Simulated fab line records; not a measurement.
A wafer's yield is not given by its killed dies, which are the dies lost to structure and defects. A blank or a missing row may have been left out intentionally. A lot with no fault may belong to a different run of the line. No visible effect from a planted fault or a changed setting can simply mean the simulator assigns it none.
fab line records	flow n5Finfet
[record] lots = 6	wafers = 17	lastDay = 16
route steps=1938 shown BEOL_M13@1661 PASSIVATION@1936
lots that met no fault: from a run of the same line without faults
startH: hours from the record's first day to the start of the lot's first wafer shown	waitH: hours from the lot's prior step to this one	" unchanged from the row above	L1.1+2: one row covering several wafers at once	- value missing, or start not given	* or withheld: withheld	< > ~ a bound
route shown NAME@n: NAME is a module with steps in the file, n the number in the route of the first one	usual: mean/standard deviation taken from wafers without a fault	same: alike in all rows	chamber/n: place in a boat	sites: readings site by site	_std_site: their standard deviation	_edge_site: inner sites' mean taken away from outer sites' mean	radiusMm: for every site, how far away it sits from the centre of the wafer	mask NAME#n: copy n	behind: the last tool/chamber to shape the wafer	hold: reason for holding the lot/hours on hold/outcome of the hold	device: names the non-switching transistor (n, p or np)	end of line: the tests these same wafers got at the end of their route	a step given without rows: its recipe and nothing more	killed: at the first sort, the dies lost to defects and structure; wafer yield is something else	map: per-die view of a wafer (x killed, . not killed, _ where there is no die)
set.NAME: the setting the step ran with; set.NAME@STEP: the setting that earlier step ran with	model.NAME: the simulator's own value behind a step, which no gauge read
lots at selected steps of the route; one table per step, one row per wafer
services: when a tool's chamber went out of use (startH, in hours from the record's first day, below 0 if earlier), for how many hours, and the reason
[[steps]]
[step N5_BEOL_M13_COAT_58]
[recipe] resist = BARC	tempC = 205	timeS = 60	spinRpm = 1500	resistThkNm = 89
[step N5_BEOL_M13_COAT_04]
[recipe] spinRpm = 1625	resistThkNm = 400
[step N5_BEOL_M13_EBR_06]
[recipe] solvent = PGMEA	ebrWidthMm = 1.5
[step N5_BEOL_M13_SOFTBAKE_05]
[recipe] tempC = 130	timeS = 60
[step N5_BEOL_M13_EXPOSE_07]
[recipe] maskId = V12	na = 0.93	sourceShape = conventional	sigmaOuter = 0.6	polarization = unpolarized	attpsmPhaseDeg = 180	doseMj = 24.8
[step N5_BEOL_M13_PEB_08]
[recipe] pebTempC = 130	pebTimeS = 90
[step N5_BEOL_M13_DEVELOP_09]
[recipe] developTimeS = 45	rinseLiquid = diw	dry = airSpin	devTempC = 21
[step N5_BEOL_M13_HARDBAKE_14]
[recipe] tempC = 130	timeS = 120
[step N5_BEOL_M13_CD_MEAS_10]
[recipe] targetCdNm = 190	landingEnergyEv = 500	detector = seInlens	polarity = opening
[usual] cdNm = 189.6/2.1
lot.wafer	tool	chamber	startH	waitH	cdNm
L830.1	cdSem-02	0	304.22	-	193.1
L830.3	"	0	"	"	192.0
L830.5	"	0	"	"	191.1
L832.2	cdSem-03	0	310.14	-	191.6
L832.5	"	0	"	"	189.7
L832.6	"	0	"	"	191.6
L833.2	cdSem-02	0	327.38	-	187.9
L833.4	"	0	"	"	187.5
L836.1	cdSem-03	0	333.93	-	186.3
L836.4	"	0	"	"	188.7
L836.6	"	0	"	"	188.6
L838.2	cdSem-01	0	349.40	-	185.7
L838.3	"	0	"	"	188.2
L838.4	"	0	"	"	186.6
L840.1	cdSem-01	0	363.24	-	188.4
L840.3	"	0	"	"	189.1
L840.4	"	0	"	"	188.3
[step N5_BEOL_M13_OVL_MEAS_11]
[recipe] pointsPerWafer = 44
[usual] V12_OVL = 1/5.6
lot.wafer	tool	chamber	startH	waitH	V12_OVL[nm]
L830.1	overlay-02	0	304.25	0.0	-7
L830.3	"	0	"	"	-2
L830.5	"	0	"	"	-7
L832.2	overlay-02	0	310.17	0.0	-1
L832.5	"	0	"	"	11
L832.6	"	0	"	"	6
L833.2	overlay-02	0	327.41	0.0	0
L833.4	"	0	"	"	-4
L836.1	overlay-02	0	333.96	0.0	-2
L836.4	"	0	"	"	-3
L836.6	"	0	"	"	-6
L838.2	overlay-02	0	349.43	0.0	3
L838.3	"	0	"	"	-1
L838.4	"	0	"	"	0
L840.1	overlay-02	0	363.27	0.0	4
L840.3	"	0	"	"	-2
L840.4	"	0	"	"	-6
[step N5_BEOL_M13_INSPECT_12]
[recipe] mode = adi	inspectInstrument = macro
[usual] rawDefectCount = 2.1/1.4
lot.wafer	tool	chamber	startH	waitH	rawDefectCount
L830.1	defectInspect-02	-	304.28	0.0	3
L830.3	"	-	"	"	6
L830.5	"	-	"	"	3
L832.2	defectInspect-01	-	310.19	0.0	0
L832.5	"	-	"	"	3
L832.6	"	-	"	"	1
L833.2	defectInspect-02	-	327.43	0.0	3
L833.4	"	-	"	"	4
L836.1	defectInspect-02	-	333.99	0.0	2
L836.4	"	-	"	"	1
L836.6	"	-	"	"	0
L838.2	defectInspect-02	-	349.59	0.2	2
L838.3	"	-	"	"	2
L838.4	"	-	"	"	2
L840.1	defectInspect-01	-	363.29	0.0	0
L840.3	"	-	"	"	2
L840.4	"	-	"	"	3
[step N5_BEOL_M13_DESCUM_15]
[recipe] chemistry = O2	timeS = 7.9	sourcePowerW = 50	biasPowerW = 20	pressureMtorr = 20	rfFrequencyHz = 2.712e+07	tempC = 40	o2FlowSccm = 225
[usual] drypumpMotorCurrentA = 5.5/0.49	oesProductAu = 0.81/0.086	rfFwdPowerW = 49.25/0.24	rfVppV = 242.9/1.5	showerheadPlenumPTorr = 2.08/0.08	throttleValvePct = 20.46/0.28
[same] timeS = 7.9
lot.wafer	tool	chamber	startH	waitH	drypumpMotorCurrentA	oesProductAu	rfFwdPowerW	rfHoursCounterH	rfVppV	showerheadPlenumPTorr	throttleValvePct
L830.1	rieDiel-06	0	304.31	0.0	5.3	0.80	49.11	100	240.9	2.04	20.79
L830.3	"	3	"	"	5.3	0.69	49.48	213	241.1	1.96	20.64
L830.5	"	0	"	"	5.3	0.80	49.18	-	242.3	2.04	20.79
L832.2	rieDiel-06	3	310.22	0.0	5.3	0.70	49.42	215	240.4	1.96	20.64
L832.5	"	2	"	"	4.8	0.85	49.08	-	245.3	2.13	20.15
L832.6	"	1	"	"	5.2	0.92	48.70	-	244.2	2.23	20.20
L833.2	rieDiel-06	3	327.46	0.0	5.3	0.70	48.96	222	242.5	1.96	20.67
L833.4	"	0	"	"	5.3	0.79	49.18	109	242.2	2.04	20.81
L836.1	rieDiel-02	2	334.02	0.0	5.7	0.92	49.23	16	242.7	2.03	19.86
L836.4	"	0	"	"	5.9	0.72	49.58	224	243.7	2.04	20.75
L836.6	"	0	"	"	5.9	0.72	49.29	-	242.7	2.04	20.73
L838.2	rieDiel-04	1	349.62	0.0	6.5	0.75	49.21	164	243.5	2.11	20.32
L838.3	"	0	"	"	5.5	0.86	49.45	46	241.1	2.06	20.70
L838.4	"	1	"	"	6.6	0.74	48.92	-	243.7	2.11	20.30
L840.1	rieDiel-04	2	363.33	0.0	6.1	0.91	49.00	21	244.1	2.14	20.44
L840.3	"	1	"	"	6.5	0.74	49.09	169	242.5	2.10	20.33
L840.4	"	0	"	"	5.6	0.85	49.43	-	241.6	2.06	20.71
[step N5_BEOL_M13_ETCH_59]
[recipe] chemistry = N2/H2	target = BARC	targetDepthA = 890	overetchA = 267	timeS = 67.9	ionEnergyEv = 200	pressureMtorr = 30	sourceW = 840	biasW = 150	n2FlowSccm = 200	h2FlowSccm = 200
[usual] biasW = 150.0/0.45	drypumpMotorCurrentA = 5.5/0.49	oesProductAu = 0.69/0.068	rfFwdPowerW = 832/3.1	rfVppV = 523.5/2.7	runLengthS = 91.2/0.49	showerheadPlenumPTorr = 2.53/0.098	throttleValvePct = 17.95/0.3
lot.wafer	tool	chamber	startH	waitH	biasW	drypumpMotorCurrentA	oesProductAu	rfFwdPowerW	rfHoursCounterH	rfVppV	runLengthS	showerheadPlenumPTorr	throttleValvePct	model.coat_of_BEOL_M13_COAT_04.thkNm
L830.1	rieDiel-06	0	304.35	0.0	150.6	5.3	0.68	828	100	520.8	90.6	2.46	18.18	320
L830.3	"	3	"	"	149.6	5.3	0.60	832	213	521.5	90.9	2.42	18.39	318.6
L830.5	"	0	"	"	149.9	5.4	0.68	829	-	522.2	90.7	2.46	18.17	319.6
L832.2	rieDiel-06	3	310.26	0.0	-	5.3	0.72	-	215	520.3	77.3	2.41	18.42	330.8
L832.5	"	2	"	"	150.5	4.8	0.74	830	-	525.1	91.8	2.59	17.63	320.6
L832.6	"	1	"	"	150.0	5.1	0.77	827	-	529.2	90.7	2.72	17.72	319.8
L833.2	rieDiel-06	3	327.50	0.0	-	5.3	0.72	-	222	521.6	77.2	2.41	18.41	329.4
L833.4	"	0	"	"	150.1	5.4	0.68	835	109	520.3	90.5	2.46	18.19	319.4
L836.1	rieDiel-02	2	334.06	0.0	149.8	5.7	0.78	829	16	523.0	91.1	2.51	17.51	318.4
L836.4	"	0	"	"	149.9	5.9	0.61	836	224	522.5	91.0	2.49	18.23	316.2
L836.6	"	0	"	"	150.0	5.9	0.60	834	-	524.2	91.0	2.49	18.21	316.4
L838.2	rieDiel-04	1	349.66	0.0	149.6	6.5	0.64	828	164	524.3	92.5	2.53	17.64	315.4
L838.3	"	0	"	"	149.4	5.6	0.73	833	46	522.5	91.4	2.48	18.07	316
L838.4	"	1	"	"	149.6	6.5	0.63	828	-	523.5	91.8	2.53	17.64	316.4
L840.1	rieDiel-04	2	363.36	0.0	150.0	6.1	0.77	834	21	526.7	91.4	2.62	18.06	319.4
L840.3	"	1	"	"	149.7	6.5	0.63	827	169	524.5	92.1	2.53	17.63	318.4
L840.4	"	0	"	"	150.1	5.6	0.72	836	-	522.2	91.3	2.48	18.07	318.6
[step N5_BEOL_M13_VIA_ETCH_16]
[recipe] chemistry = C4F8/O2/Ar	target = SiOC	pressureMtorr = 30	sourceW = 3000	biasW = 700	Ar_flow_sccm = 400	C4F8_flow_sccm = 15	O2_flow_sccm = 8	heInnerTorr = 15	heOuterTorr = 30	targetDepthA = 9217	timeS = withheld	ionEnergyEv = 250	ends = cleared
[usual] biasW = 699.9/2.2	drypumpMotorCurrentA = 5.5/0.49	oesProductAu = 0.73/0.076	rfFwdPowerW = 2992/8.5	rfVppV = 665/3.2	showerheadPlenumPTorr = 3.40/0.12	throttleValvePct = 24.3/0.33
lot.wafer	tool	chamber	startH	waitH	biasW	drypumpMotorCurrentA	oesProductAu	rfFwdPowerW	rfVppV	showerheadPlenumPTorr	throttleValvePct	model.coat_of_BEOL_M13_COAT_04.thkNm
L830.1	rieDiel-06	0	304.40	0.0	698.0	5.3	0.72	2974	662	3.30	24.4	74
L830.3	"	3	"	"	701.0	5.3	0.63	2987	660	3.27	24.7	70
L830.5	"	0	"	"	696.5	5.3	0.72	2984	663	3.30	24.4	69
L832.2	rieDiel-06	3	310.31	0.0	703.7	5.3	0.63	3008	662	3.27	24.6	88.6
L832.5	"	2	"	"	700.0	4.8	0.77	3013	667	3.51	24.1	67.2
L832.6	"	1	"	"	698.1	5.1	0.82	2989	671	3.62	24.0	68.2
L833.2	rieDiel-06	3	327.55	0.0	700.5	5.3	0.63	2993	661	3.26	24.7	86
L833.4	"	0	"	"	701.3	5.4	0.70	3000	663	3.30	24.4	67
L836.1	rieDiel-02	2	334.11	0.0	703.8	5.8	0.83	2999	665	3.34	23.7	74.4
L836.4	"	0	"	"	699.1	6.0	0.64	3011	664	3.38	24.7	60.2
L836.6	"	0	"	"	699.6	6.0	0.65	3003	665	3.38	24.7	60.4
L838.2	rieDiel-04	1	349.71	0.0	699.4	6.5	0.67	2997	665	3.37	23.7	75.4
L838.3	"	0	"	"	696.5	5.6	0.76	2995	663	3.33	24.3	75
L838.4	"	1	"	"	701.9	6.5	0.67	2993	666	3.37	23.7	74.4
L840.1	rieDiel-04	2	363.42	0.0	700.1	6.1	0.81	2988	668	3.50	24.3	75.6
L840.3	"	1	"	"	699.2	6.5	0.66	2988	665	3.36	23.7	76.4
L840.4	"	0	"	"	704.1	5.6	0.76	2993	664	3.33	24.4	75
[step N5_BEOL_M13_STRIP_63]
[recipe] chemistry = N2/H2	powerW = 1000	tempC = 250	h2Frac = 0.65	overashFraction = 0.3	pressureMtorr = 1000	n2FlowSccm = 1750	h2FlowSccm = 3250
[usual] drypumpMotorCurrentA = 5.5/0.43	heaterPowerW = 329/25	oesProductAu = 0.675/0.0054	stripTimeToEndpointS = 28.1/1.3
lot.wafer	tool	chamber	startH	waitH	drypumpMotorCurrentA	heaterPowerW	oesProductAu	rfHoursCounterH	stripTimeToEndpointS
L830.1	plasmaAsher-01	0	304.63	-	6.2	288	0.669	140	28.8
L830.3	"	0	"	"	6.1	295	0.671	-	27.7
L830.5	"	1	"	"	4.9	356	0.674	-	27.4
L832.2	plasmaAsher-02	0	310.66	-	5.5	327	0.680	80	33.0
L832.5	"	1	"	"	5.6	333	0.676	-	26.8
L832.6	"	0	"	"	5.5	334	0.673	-	27.1
L833.2	plasmaAsher-01	1	327.79	-	4.9	348	0.683	143	32.3
L833.4	"	0	"	"	6.2	284	0.671	-	26.8
L836.1	plasmaAsher-02	1	334.34	-	5.6	336	0.674	86	28.9
L836.4	"	1	"	"	5.6	340	0.665	-	24.7
L836.6	"	1	"	"	5.6	341	0.672	-	24.8
L838.2	plasmaAsher-01	1	349.94	-	5.0	355	0.668	148	29.2
L838.3	"	1	"	"	5.0	353	0.677	-	29.1
L838.4	"	0	"	"	6.1	295	0.685	-	28.9
L840.1	plasmaAsher-02	0	363.65	-	5.5	329	0.672	93	29.3
L840.3	"	0	"	"	5.5	329	0.677	-	29.5
L840.4	"	1	"	"	5.6	337	0.675	-	29.1
[step N5_BEOL_M13_STRIP_64]
[recipe] chemistry = N2/H2	powerW = 1000	tempC = 250	h2Frac = 0.65	overashFraction = 0.3	pressureMtorr = withheld	n2FlowSccm = 1750	h2FlowSccm = 3250
[usual] drypumpMotorCurrentA = 5.5/0.43	heaterPowerW = 328/25	oesProductAu = 0.714/0.0041	stripTimeToEndpointS = 31.32/0.067
lot.wafer	tool	chamber	startH	waitH	drypumpMotorCurrentA	heaterPowerW	oesProductAu	rfHoursCounterH	stripTimeToEndpointS
L830.1	plasmaAsher-01	0	304.69	0.0	6.1	284	0.712	140	31.31
L830.3	"	0	"	"	6.2	294	0.716	-	31.28
L830.5	"	1	"	"	4.9	353	0.709	-	31.25
L832.2	plasmaAsher-02	0	310.72	0.0	5.5	339	0.720	80	31.36
L832.5	"	1	"	"	5.6	334	0.711	-	31.37
L832.6	"	0	"	"	5.5	327	0.709	-	31.31
L833.2	plasmaAsher-01	1	327.85	0.0	4.9	357	0.715	143	31.28
L833.4	"	0	"	"	6.2	289	0.716	-	31.31
L836.1	plasmaAsher-02	1	334.40	0.0	5.6	331	0.714	86	31.22
L836.4	"	1	"	"	5.6	343	0.715	-	31.33
L836.6	"	1	"	"	5.6	334	0.709	-	31.30
L838.2	plasmaAsher-01	1	350.00	0.0	5.0	356	0.715	148	31.26
L838.3	"	1	"	"	4.9	355	0.707	-	31.33
L838.4	"	0	"	"	6.2	288	0.711	-	31.22
L840.1	plasmaAsher-02	0	363.71	0.0	5.4	330	0.713	93	31.29
L840.3	"	0	"	"	5.5	335	0.715	-	31.33
L840.4	"	1	"	"	5.6	331	0.716	-	31.34
[step N5_PASSIVATION_PROBE_49]
[usual] defectLimitedYield = 90.5/1.7	killed_at_M0_to_M3 = 37/12	killed_at_M4_up = 14/5.2	killedAtContacts = 12/5.9	killedAtFrontEnd = 45/14	killedAtOther = 3.5/2.8	killedDies = 112/21	killedOpen = 73/15	killedShort = 36/8.9	sort_bin_5_function = 5.6/1.2	sort_bin_6_memory = 3.5/0.68	sort_bin_8_speed = 0.01/0.1	sortNPass = 1068/21	sortYieldPct = 90.5/1.8
[same] grossDies = 1180	killedAtBackSide = 0	sort_bin_4_leakage[%] = 0
lot.wafer	tool	chamber	startH	waitH	defectLimitedYield[%]	killed_at_M0_to_M3	killed_at_M4_up	killedAtContacts	killedAtFrontEnd	killedAtOther	killedDies	killedOpen	killedShort	sort_bin_5_function[%]	sort_bin_6_memory[%]	sort_bin_8_speed[%]	sortNPass	sortYieldPct[%]
L830.1	prober-02	-	332.72	0.0	93.6	24	11	3	34	3	75	44	29	3.8	2.2	0	1105	93.6
L830.3	prober-02	-	332.82	0.1	91.8	33	23	6	28	7	97	64	33	4.2	3.6	0	1083	91.8
L830.5	prober-02	-	332.92	0.2	91.4	46	20	8	23	4	101	53	42	4.8	3.1	0	1079	91.4
L832.2	prober-01	-	343.05	0.1	88.1	54	3	17	59	8	141	91	48	7.7	3.7	0	1039	88.1
L832.5	prober-01	-	343.20	0.2	88.5	35	15	24	61	1	136	97	35	8.0	3.3	0	1044	88.5
L832.6	prober-01	-	343.25	0.3	89.1	45	11	13	59	1	129	84	43	6.3	4.2	0	1051	89.1
L836.6	prober-02	-	367.96	0.3	90.2	38	10	5	61	2	116	73	43	6.0	3.5	0	1064	90.2
L838.2	prober-01	-	379.96	0.6	92.9	14	16	6	42	6	84	64	19	4.2	2.7	0	1096	92.9
L838.3	prober-01	-	380.01	0.7	90.0	30	9	7	66	6	118	82	33	5.2	4.3	0	1062	90.0
L838.4	prober-01	-	380.06	0.7	91.4	38	11	9	36	8	102	60	40	5.0	3.1	0	1078	91.4
// killed by level:class
L830.1 FIN_SAQP:geometricParticle:short=10 FIN_SAQP:geometricParticle:open=6 BEOL_M0_SAQP:geometricParticle:short=6 BEOL_M2:geometricParticle:open=6 DUMMY_GATE:geometricParticle:open=3 GATE_CUT:geometricParticle:open=3 MOL_CONTACT_COAG:geometricParticle:open=3 BEOL_M8:geometricParticle:open=3
L830.3 BEOL_M4:geometricParticle:open=10 FIN_SAQP:geometricParticle:short=9 BEOL_M1:geometricParticle:open=9 FIN_SAQP:geometricParticle:open=8 BEOL_M3:geometricParticle:open=8 BEOL_M2:geometricParticle:open=7 MOL_CONTACT_COAG:geometricParticle:open=5 BEOL_M1:geometricParticle:short=5
L830.5 BEOL_M0_SAQP:geometricParticle:open=11 BEOL_M0_SAQP:geometricParticle:short=10 BEOL_M2:geometricParticle:open=10 BEOL_M4:geometricParticle:short=6 FIN_SAQP:geometricParticle:short=4 DUMMY_GATE:geometricParticle:open=4 MOL_CONTACT_COAG:geometricParticle:short=4 BEOL_M2:geometricParticle:short=4
L832.2 BEOL_M0_SAQP:geometricParticle:short=17 DUMMY_GATE:geometricParticle:open=14 MOL_CONTACT_COAG:geometricParticle:open=13 BEOL_M0_SAQP:geometricParticle:open=10 BEOL_M1:geometricParticle:open=9 STI_FIN_REVEAL:geometricParticle:open=8 GATE_CUT:geometricParticle:open=8 FIN_SAQP:geometricParticle:open=7
L832.5 MOL_CONTACT_COAG:geometricParticle:open=21 STI_FIN_REVEAL:geometricParticle:open=20 BEOL_M2:geometricParticle:open=13 BEOL_M3:geometricParticle:open=8 FIN_SAQP:geometricParticle:open=7 BEOL_M0_SAQP:geometricParticle:open=7 STI_FIN_REVEAL:geometricParticle:short=6 DUMMY_GATE:geometricParticle:open=6
L832.6 FIN_SAQP:geometricParticle:open=15 STI_FIN_REVEAL:geometricParticle:open=14 BEOL_M0_SAQP:geometricParticle:short=12 MOL_CONTACT_COAG:geometricParticle:open=10 BEOL_M0_SAQP:geometricParticle:open=10 FIN_SAQP:geometricParticle:short=7 BEOL_M1:geometricParticle:open=7 BEOL_M3:geometricParticle:open=6
L836.6 STI_FIN_REVEAL:geometricParticle:open=17 FIN_SAQP:geometricParticle:short=11 FIN_SAQP:geometricParticle:open=9 BEOL_M3:geometricParticle:open=9 BEOL_M0_SAQP:geometricParticle:open=8 GATE_CUT:geometricParticle:short=7 GATE_CUT:geometricParticle:open=6 BEOL_M0_SAQP:geometricParticle:short=6
L838.2 FIN_SAQP:geometricParticle:open=12 STI_FIN_REVEAL:geometricParticle:open=7 BEOL_M4:geometricParticle:open=6 STARTING-WAFER:geometricParticle:open=6 GATE_CUT:geometricParticle:short=4 MOL_CONTACT_COAG:geometricParticle:open=4 BEOL_M2:geometricParticle:open=4 BEOL_M3:geometricParticle:open=4
L838.3 STI_FIN_REVEAL:geometricParticle:open=32 FIN_SAQP:geometricParticle:open=7 BEOL_M3:geometricParticle:open=6 BEOL_M0_SAQP:geometricParticle:short=6 BEOL_M1:geometricParticle:open=6 STI_FIN_REVEAL:geometricParticle:short=5 BEOL_M2:geometricParticle:open=5 GATE_CUT:geometricParticle:open=4
L838.4 STI_FIN_REVEAL:geometricParticle:open=9 BEOL_M3:geometricParticle:open=8 MOL_CONTACT_COAG:geometricParticle:open=7 FIN_SAQP:geometricParticle:open=6 BEOL_M0_SAQP:geometricParticle:short=6 BEOL_M2:geometricParticle:open=6 BEOL_M0_SAQP:geometricParticle:open=5 PASS1_CAP:geometricParticle:short=5
[[services]]
tool	chamber	startH	hours	kind
plasmaAsher-02	-	295.48	1.0	repair
plasmaAsher-02	-	322.98	0.8	repair
rieDiel-06	3	330.98	3.6	repair
rieDiel-04	3	338.27	-	clean
rieDiel-04	3	338.27	-	consumableReplace:focusRing
rieDiel-04	3	338.27	27.4	scheduledDown
rieDiel-04	3	338.27	27.4	ventCycle
rieDiel-06	3	344.09	19.8	repair
rieDiel-06	0	359.62	9.0	repair
[[key]]
[firstSign] step = N5_BEOL_M13_ETCH_59	reading = runLengthS	direction = down	sigmas = 28	usual = *	struck = *
[effect] step = N5_BEOL_M13_STRIP_63	reading = stripTimeToEndpointS	direction = up	sigmas = 3.4	usual = *	struck = *
[modelEffect] step = N5_BEOL_M13_ETCH_59	value = coat_of_BEOL_M13_COAT_04.thkNm	without = 316.7	struck = 330.1
[modelEffect] step = N5_BEOL_M13_VIA_ETCH_16	value = coat_of_BEOL_M13_COAT_04.thkNm	without = 73.7	struck = 87.3
metAt N5_BEOL_M13_ETCH_59
struckWafers L832.2,L833.2
onsetBetween 304.35 310.26
[fault] kind = processParameterDrift	tool = rieDiel-06	chamber = 3	onsetH = 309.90	steps = N5_BEOL_M13_ETCH_59	channel = timeS	offset = *	shape = step	actsIn = *	stated = *
